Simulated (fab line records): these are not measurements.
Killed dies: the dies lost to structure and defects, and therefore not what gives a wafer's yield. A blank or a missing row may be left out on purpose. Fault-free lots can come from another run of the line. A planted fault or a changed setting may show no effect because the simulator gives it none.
One fault through the eyes of 3 desks + flow n5Finfet + numbers are kept per desk, each desk with only its own; the story behind them comes last

METROLOGY DESK
What the gauges read for every lot (on any tool): the sampled wafers with a number, averaged. Marked OUT: a lot whose mean sits more than 4 standard deviations from the usual mean, which makes it out of limits; the brackets give that distance. Of its 13 readings 7 are shown: those that lie furthest out on some lot.
Columns: A = MD_CAP_THK at N5_MOL_CONTACT_COAG_THK_MEAS_29, usual 17.93 nm; B = DIBL_N at N5_BEOL_M4_RC_MEAS_101, usual 36.3 mV/V; C = DIBL_P at N5_BEOL_M4_RC_MEAS_101, usual 36.3 mV/V; D = IOFF_P at N5_BEOL_M4_RC_MEAS_101, usual 0.21 nA/um; E = SS_N at N5_BEOL_M4_RC_MEAS_101, usual 71.6 mV/dec; F = SS_P at N5_BEOL_M4_RC_MEAS_101, usual 73.3 mV/dec; G = VT_P at N5_BEOL_M4_RC_MEAS_101, usual -251 mV
| lot  | first seen here | A     | B    | C    | D    | E    | F    | G    |
|------|-----------------|-------|------|------|------|------|------|------|
| L715 | day 5 20:30     | 18.00 | 33.3 | 32.2 | 0.15 | 70.8 | 72.0 | -255 |
| L719 | day 6 18:11     | 17.80 | 33.7 | 33.4 | 0.19 | 71.8 | 72.7 | -251 |
| L720 | day 7 06:54     | 17.94 | 36.5 | 35.8 | 0.23 | 71.7 | 73.7 | -246 |
| L724 | day 8 03:29     | 17.95 | 39.0 | 38.1 | 0.22 | 72.1 | 73.4 | -251 |
| L725 | day 8 09:43     | 17.98 | 38.0 | 40.0 | 0.27 | 72.6 | 74.8 | -246 |
| L727 | day 8 21:34     | 17.97 | 36.4 | 36.9 | 0.24 | 71.8 | 73.0 | -247 |
Finding of this desk: none of the 6 lots has anything out of limits.

THE DEFECT DESK
Lot by lot, what the route's inspections counted, given as the mean of those sampled wafers with a number. Marked OUT: a lot whose mean sits more than 4 standard deviations from the usual mean, which makes it out of limits; the brackets give that distance.
Columns: A = rawDefectCount at N5_MOL_CONTACT_COAG_INSPECT_57, usual 212
| lot  | first seen here | A   |
|------|-----------------|-----|
| L715 | day 5 21:29     | 228 |
| L719 | day 6 20:02     | 175 |
| L720 | day 7 07:59     | 211 |
| L724 | day 8 04:27     | 186 |
| L725 | day 8 11:19     | 287 |
| L727 | day 8 22:32     | 137 |
Finding of this desk: none of the 6 lots has anything out of limits.

THE TOOL OWNER'S DESK: lithoTrack-05
The tool's own readings at N5_MOL_CONTACT_COAG_COAT_76 (time 60 s, resist thk 10 nm): means of the sampled wafers that have a number, for each lot that ran on this tool. Marked OUT: a lot whose mean sits more than 4 standard deviations from the usual mean, which makes it out of limits; the brackets give that distance.
Columns: A = exhaustPa at N5_MOL_CONTACT_COAG_COAT_76, usual 44.8 Pa; B = spinSpeedRpm at N5_MOL_CONTACT_COAG_COAT_76, usual 1500.2 rpm
| lot  | first seen here | A    | B                |
|------|-----------------|------|------------------|
| L715 | day 5 21:07     | 43.9 | 1499.6           |
| L725 | day 8 10:49     | 43.9 | 1456.7 (-49) OUT |
| L727 | day 8 22:10     | 44.9 | 1454.8 (-52) OUT |
This desk's verdict: out of limits on L725, L727, starting with L725 at day 8 10:49 (spinSpeedRpm at N5_MOL_CONTACT_COAG_COAT_76). L715: within limits.

PUT TOGETHER
The tool owner's desk had the chance to raise an alarm at day 8 10:49 on L725, L727.
Metrology desk: nothing out of limits seen.
Nothing the defect desk looked at was out of limits.
The metrology desk holds a record of L725, L727, inside its limits.
The defect desk has L725, L727 on record, within its limits.
On lithoTrack-05, each named lot ran N5_MOL_CONTACT_COAG_COAT_76.

WHAT THE SIMULATOR PUT IN
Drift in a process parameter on lithoTrack-05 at N5_MOL_CONTACT_COAG_COAT_76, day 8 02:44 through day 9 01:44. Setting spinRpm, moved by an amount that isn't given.
Lots struck among those shown: L725, L727.
Time in hours from fault onset to the first out-of-limits reading at each desk: the tool owner's desk, 8.
